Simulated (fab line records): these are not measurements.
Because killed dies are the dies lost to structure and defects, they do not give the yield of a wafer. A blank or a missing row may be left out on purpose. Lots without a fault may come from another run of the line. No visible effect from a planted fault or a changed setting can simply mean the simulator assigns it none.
fab line records    flow n5_finfet    part 2 of 2: steps 5 to 6 of 6
[record] lots = 20  wafers = 60  last_day = 18
route steps=1938 shown STI_FIN_REVEAL@199 DUMMY_GATE@244 SD_EPI_N@274 SD_EPI_P@307
lots untouched by any fault: they come from a run of this same line in which no faults occurred
start_h: hours from the record's opening day to when the first of the lot's shown wafers began    wait_h: time in hours since the lot's previous step    " as in the row above    L1.1+2: a single row standing in for several wafers    - no value, or no start given    * or withheld: withheld    < > ~ a bound
route shown NAME@n: a module of which the file shows steps, and the number in the route of the first    usual: mean and standard deviation over wafers with no fault    same: alike in all rows    chamber/n: place in a boat    sites: each site's reading    _std_site: standard deviation across them    _edge_site: outer sites' mean less inner sites'    radius_mm: how far each site lies from the wafer's centre    mask NAME#n: copy n    behind: tool/chamber where the wafer was last shaped    hold: cause of the lot's hold/its duration in hours/its outcome    device: transistor that didn't switch, given as n, p or np    end of line: tests of these same wafers at the route's end    a step with no rows: only its recipe    killed: dies lost to structure and defects at the first sort, not the wafer's yield    map: a wafer's dies, x killed, . not, _ none there
set.NAME: setting as actually run; set.NAME@STEP: the setting as run at that earlier step    model.NAME: the simulator's own value behind a step, which no gauge read
route steps across a sampled set of lots; one table per step, one row per wafer
services: from which hour (start_h, from the record's first day; less than 0 if before it) a tool's chamber was out of use, for how many hours, and why
[[steps]]
[step N5_SD_EPI_P_ETCH_36]
[recipe] chemistry = CF4  target = SiARC  target_depth_a = 455  mask_material = CAR-ArF-block  time_s = 75.8  ion_energy_ev = 80  pressure_mtorr = 40  source_w = 545  bias_w = 36  Ar_flow_sccm = 100  cf4_flow_sccm = 100  ends = cleared
[usual] drypump_motor_current_A = 5.6/0.53  etch_rf_on_time_s = 76.3/1.5  oes_product_au = 0.65/0.064  rf_vpp_V = 184.3/1.3  showerhead_plenum_p_Torr = 2.17/0.086  throttle_valve_pct = 15.68/0.25
lot.wafer  tool         chamber  start_h  wait_h  drypump_motor_current_A  etch_rf_on_time_s  oes_product_au  rf_hours_counter_h  rf_vpp_V  showerhead_plenum_p_Torr  throttle_valve_pct
L074.2     rie_diel-06  0        54.24    0.0     5.2                      75.2               0.67            114                 182.2     2.06                      15.55
L074.3     "            2        "        "       5.9                      74.4               0.60            205                 183.8     2.12                      15.91
L074.4     "            2        "        "       5.9                      74.4               0.61            -                   183.8     2.12                      15.92
L075.2     rie_diel-06  0        60.65    0.0     5.1                      76.7               0.65            116                 183.2     2.06                      15.56
L075.4     "            1        "        "       6.6                      77.3               0.82            1                   185.4     2.27                      15.18
L075.5     "            3        "        "       6.5                      78.1               0.65            -                   184.8     2.24                      15.40
L077.1     rie_diel-06  2        71.05    0.0     5.9                      73.4               0.60            210                 183.1     2.12                      15.92
L077.4     "            0        "        "       5.1                      74.7               0.67            120                 183.5     2.06                      15.56
L077.6     "            0        "        "       5.1                      75.0               0.66            -                   183.4     2.06                      15.57
L078.1     rie_diel-02  2        77.66    0.0     5.0                      77.7               0.58            241                 183.1     2.04                      15.72
L078.3     "            0        "        "       5.2                      76.1               0.66            118                 185.0     2.23                      15.92
L078.6     "            3        "        "       5.5                      77.0               0.66            -                   184.7     2.24                      15.76
L079.1     rie_diel-05  1        83.97    0.0     5.7                      76.4               0.78            17                  185.0     2.18                      15.49
L079.3     "            3        "        "       5.6                      75.8               0.65            135                 185.0     2.24                      15.38
L079.5     "            2        "        "       5.0                      75.7               0.64            -                   184.0     2.22                      15.93
L080.1     rie_diel-06  2        90.19    0.0     5.9                      74.0               0.59            215                 185.8     2.12                      15.93
L080.2     "            3        "        "       6.5                      77.0               0.65            129                 184.5     2.23                      15.43
L080.4     "            1        "        "       6.6                      76.2               0.79            9                   187.0     2.27                      15.21
L081.1     rie_diel-02  3        97.99    0.0     5.5                      75.9               0.65            122                 183.6     2.24                      15.76
L081.2     "            2        "        "       5.0                      78.1               0.58            249                 182.9     2.03                      15.73
L081.3     "            0        "        "       5.2                      76.4               0.65            124                 184.4     2.23                      15.92
L082.1     rie_diel-02  1        105.05   0.0     5.6                      76.2               0.60            232                 182.5     2.02                      16.04
L082.2     "            0        "        "       5.2                      77.4               0.65            126                 185.4     2.23                      15.92
L082.6     "            3        "        "       5.5                      76.5               0.65            -                   185.3     2.24                      15.76
L083.1     rie_diel-06  1        111.72   0.0     6.6                      77.4               0.78            16                  186.0     2.27                      15.22
L083.2     "            2        "        "       5.9                      75.4               0.58            222                 183.4     2.12                      15.94
L083.4     "            0        "        "       5.1                      76.0               0.65            133                 182.6     2.05                      15.60
L084.1     rie_diel-02  3        115.12   0.0     5.5                      75.8               0.65            128                 183.6     2.24                      15.80
L084.3     "            0        "        "       5.1                      76.4               0.65            129                 185.9     2.23                      15.92
L084.6     "            2        "        "       5.0                      78.1               0.58            -                   183.3     2.03                      15.73
L085.2     rie_diel-06  3        123.79   0.0     6.5                      78.9               0.64            141                 185.8     2.23                      15.45
L085.3     "            0        "        "       5.1                      74.7               0.64            137                 182.7     2.05                      15.61
L085.6     "            0        "        "       5.1                      74.9               0.65            -                   182.9     2.05                      15.60
L086.2     rie_diel-06  0        132.01   0.0     5.1                      75.8               0.64            139                 183.5     2.05                      15.59
L086.3     "            3        "        "       6.5                      78.7               0.64            144                 184.2     2.23                      15.45
L086.4     "            1        "        "       6.6                      78.2               0.76            23                  186.0     2.27                      15.20
L088.1     rie_diel-02  1        138.10   0.0     5.6                      76.9               0.59            238                 181.7     2.01                      16.04
L088.2     "            3        "        "       5.5                      77.1               0.64            139                 184.5     2.23                      15.81
L088.5     "            1        "        "       5.6                      78.1               0.59            -                   181.8     2.01                      16.05
L089.1     rie_diel-05  1        145.21   0.0     5.7                      76.8               0.75            37                  184.7     2.18                      15.53
L089.5     "            1        "        "       5.7                      76.4               0.75            -                   184.2     2.18                      15.52
L089.6     "            3        "        "       5.6                      76.7               0.62            -                   185.1     2.23                      15.44
L090.1     rie_diel-05  2        148.75   0.0     5.0                      76.5               0.62            182                 183.9     2.21                      15.95
L090.3     "            1        "        "       5.7                      76.6               0.74            39                  185.0     2.17                      15.53
L090.5     "            2        "        "       5.0                      77.4               0.62            -                   185.1     2.21                      15.97
L091.2     rie_diel-02  3        156.32   0.0     5.5                      75.9               0.64            144                 184.4     2.23                      15.82
L091.3     "            0        "        "       5.2                      76.6               0.64            147                 184.7     2.22                      15.97
L091.4     "            0        "        "       5.2                      76.7               0.64            -                   184.1     2.22                      15.98
L092.1     rie_diel-06  0        161.40   0.0     5.1                      76.0               0.63            148                 183.5     2.05                      15.61
L092.2     "            2        "        "       5.9                      75.3               0.58            237                 183.7     2.11                      15.97
L092.5     "            3        "        "       6.5                      79.3               0.62            -                   185.3     2.22                      15.46
L093.2     rie_diel-02  3        167.66   0.0     5.5                      76.2               0.63            148                 184.7     2.23                      15.82
L093.4     "            2        "        "       5.0                      77.3               0.83            1                   186.6     2.29                      15.25
L093.6     "            0        "        "       5.2                      77.0               0.62            -                   183.8     2.22                      15.99
L094.2     rie_diel-06  2        175.55   0.0     5.9                      74.4               0.58            241                 183.7     2.11                      15.99
L094.5     "            3        "        "       6.4                      78.3               0.63            -                   185.4     2.22                      15.47
L094.6     "            2        "        "       5.8                      74.3               0.59            -                   183.8     2.11                      15.98
L097.1     rie_diel-05  2        191.38   0.0     5.0                      75.7               0.62            195                 185.2     2.20                      15.99
L097.4     "            3        "        "       5.6                      76.3               0.62            169                 185.8     2.23                      15.45
L097.5     "            3        "        "       5.6                      76.5               0.62            -                   185.6     2.23                      15.48
[step N5_SD_EPI_P_ETCHBACK_46]
[recipe] chemistry = CH3F/O2  mode = anisotropic_etchback  target = SiNx  target_depth_a = 175  stop_on = SiO2  over_etch_frac = 0.3  ion_energy_ev = 120  pressure_mtorr = 30  source_w = 395  bias_w = 73  Ar_flow_sccm = 150  CH3F_flow_sccm = 30  O2_flow_sccm = 20
[usual] drypump_motor_current_A = 5.7/0.54  oes_product_au = 0.66/0.063  rf_vpp_V = 299/4.2  showerhead_plenum_p_Torr = 2.02/0.084  throttle_valve_pct = 16.40/0.26
lot.wafer  tool         chamber  start_h  wait_h  drypump_motor_current_A  oes_product_au  rf_hours_counter_h  rf_vpp_V  showerhead_plenum_p_Torr  throttle_valve_pct
L074.2     rie_diel-06  0        54.62    0.0     5.1                      0.67            115                 298       1.92                      16.31
L074.3     "            2        "        "       5.9                      0.60            205                 293       1.97                      16.53
L074.4     "            2        "        "       5.9                      0.60            -                   293       1.97                      16.56
L075.2     rie_diel-06  0        61.03    0.0     5.1                      0.66            116                 298       1.92                      16.31
L075.4     "            1        "        "       6.6                      0.83            2                   300       2.12                      15.88
L075.5     "            3        "        "       6.5                      0.67            -                   305       2.08                      16.10
L077.1     rie_diel-06  2        71.43    0.0     5.9                      0.59            210                 293       1.97                      16.56
L077.4     "            0        "        "       5.1                      0.66            120                 297       1.92                      16.32
L077.6     "            0        "        "       5.2                      0.66            -                   300       1.92                      16.30
L078.1     rie_diel-02  2        78.04    0.0     5.0                      0.60            242                 303       1.90                      16.49
L078.3     "            0        "        "       5.2                      0.66            118                 294       2.08                      16.61
L078.6     "            3        "        "       5.5                      0.66            -                   298       2.09                      16.47
L079.1     rie_diel-05  1        84.35    0.0     5.7                      0.78            18                  305       2.03                      16.18
L079.3     "            3        "        "       5.6                      0.65            135                 301       2.10                      16.14
L079.5     "            2        "        "       5.0                      0.64            -                   297       2.09                      16.75
L080.1     rie_diel-06  2        90.57    0.0     5.9                      0.59            215                 292       1.97                      16.57
L080.2     "            3        "        "       6.6                      0.66            130                 305       2.08                      16.10
L080.4     "            1        "        "       6.6                      0.80            9                   299       2.12                      15.88
L081.1     rie_diel-02  3        98.37    0.0     5.5                      0.66            122                 297       2.09                      16.48
L081.2     "            2        "        "       5.0                      0.59            249                 303       1.90                      16.51
L081.3     "            0        "        "       5.2                      0.66            124                 294       2.08                      16.61
L082.1     rie_diel-02  1        105.43   0.0     5.6                      0.60            232                 295       1.88                      16.74
L082.2     "            0        "        "       5.2                      0.66            126                 292       2.08                      16.60
L082.6     "            3        "        "       5.5                      0.66            -                   296       2.09                      16.48
L083.1     rie_diel-06  1        112.10   0.0     6.5                      0.78            16                  300       2.12                      15.92
L083.2     "            2        "        "       5.9                      0.58            222                 294       1.96                      16.58
L083.4     "            0        "        "       5.1                      0.65            133                 297       1.92                      16.34
L084.1     rie_diel-02  3        115.50   0.0     5.5                      0.64            128                 297       2.09                      16.47
L084.3     "            0        "        "       5.2                      0.66            129                 294       2.08                      16.62
L084.6     "            2        "        "       5.0                      0.59            -                   302       1.90                      16.52
L085.2     rie_diel-06  3        124.17   0.0     6.5                      0.65            141                 306       2.08                      16.14
L085.3     "            0        "        "       5.1                      0.65            137                 298       1.92                      16.36
L085.6     "            0        "        "       5.1                      0.64            -                   297       1.92                      16.33
L086.2     rie_diel-06  0        132.39   0.0     5.1                      0.64            140                 297       1.91                      16.35
L086.3     "            3        "        "       6.5                      0.65            144                 305       2.08                      16.14
L086.4     "            1        "        "       6.6                      0.77            23                  299       2.12                      15.94
L088.1     rie_diel-02  1        138.48   0.0     5.6                      0.60            238                 294       1.87                      16.74
L088.2     "            3        "        "       5.5                      0.65            139                 296       2.08                      16.52
L088.5     "            1        "        "       5.6                      0.60            -                   293       1.87                      16.77
L089.1     rie_diel-05  1        145.59   0.0     5.7                      0.76            37                  305       2.02                      16.23
L089.5     "            1        "        "       5.7                      0.74            -                   304       2.02                      16.20
L089.6     "            3        "        "       5.6                      0.63            -                   301       2.09                      16.19
L090.1     rie_diel-05  2        149.13   0.0     5.0                      0.63            183                 297       2.08                      16.79
L090.3     "            1        "        "       5.7                      0.75            39                  303       2.02                      16.23
L090.5     "            2        "        "       5.0                      0.62            -                   298       2.08                      16.79
L091.2     rie_diel-02  3        156.70   0.0     5.5                      0.64            144                 297       2.08                      16.54
L091.3     "            0        "        "       5.2                      0.64            147                 292       2.07                      16.65
L091.4     "            0        "        "       5.2                      0.64            -                   293       2.07                      16.67
L092.1     rie_diel-06  0        161.79   0.0     5.1                      0.64            148                 297       1.91                      16.37
L092.2     "            2        "        "       5.9                      0.58            237                 293       1.96                      16.62
L092.5     "            3        "        "       6.5                      0.64            -                   306       2.07                      16.15
L093.2     rie_diel-02  3        168.04   0.0     5.5                      0.64            148                 297       2.08                      16.54
L093.4     "            2        "        "       5.0                      0.84            1                   308       2.15                      16.05
L093.6     "            0        "        "       5.2                      0.64            -                   292       2.07                      16.66
L094.2     rie_diel-06  2        175.93   0.0     5.9                      0.58            241                 291       1.96                      16.61
L094.5     "            3        "        "       6.5                      0.64            -                   305       2.07                      16.17
L094.6     "            2        "        "       5.9                      0.57            -                   293       1.96                      16.62
L097.1     rie_diel-05  2        191.76   0.0     5.0                      0.62            196                 296       2.08                      16.82
L097.4     "            3        "        "       5.6                      0.62            169                 301       2.09                      16.21
L097.5     "            3        "        "       5.6                      0.63            -                   300       2.09                      16.21
[[services]]
tool             chamber  start_h  hours  kind
rie_si-03        0        23.55    4.2    repair
rie_diel-06      1        31.18    3.3    repair
rie_diel-02      -        46.50    0.5    repair
rie_diel-01      0        51.63    3.6    repair
rie_si-01        2        65.39    1.7    repair
rie_si-01        -        71.67    2.8    pm
rie_diel-05      1        72.84    5.6    repair
rie_si-03        -        89.44    14.6   pm
rie_diel-02      2        106.52   6.9    repair
rie_diel-01      0        112.49   8.4    repair
rie_diel-02      1        113.58   17.4   repair
rie_diel-05      1        115.02   3.4    repair
rie_si-03        -        117.25   2.8    pm
rie_diel-02      2        118.32   7.8    repair
rie_si-03        -        125.66   0.3    repair
rie_si-01        2        127.83   8.9    repair
rie_diel-02      3        144.57   4.2    repair
plasma_asher-01  -        145.89   2.8    pm
rie_si-02        2        148.44   4.2    repair
rie_diel-03      -        150.21   4.3    pm
rie_diel-02      -        154.97   0.8    repair
rie_diel-05      0        160.21   8.9    repair
rie_diel-04      1        161.52   5.3    repair
rie_si-03        2        183.38   4.5    repair
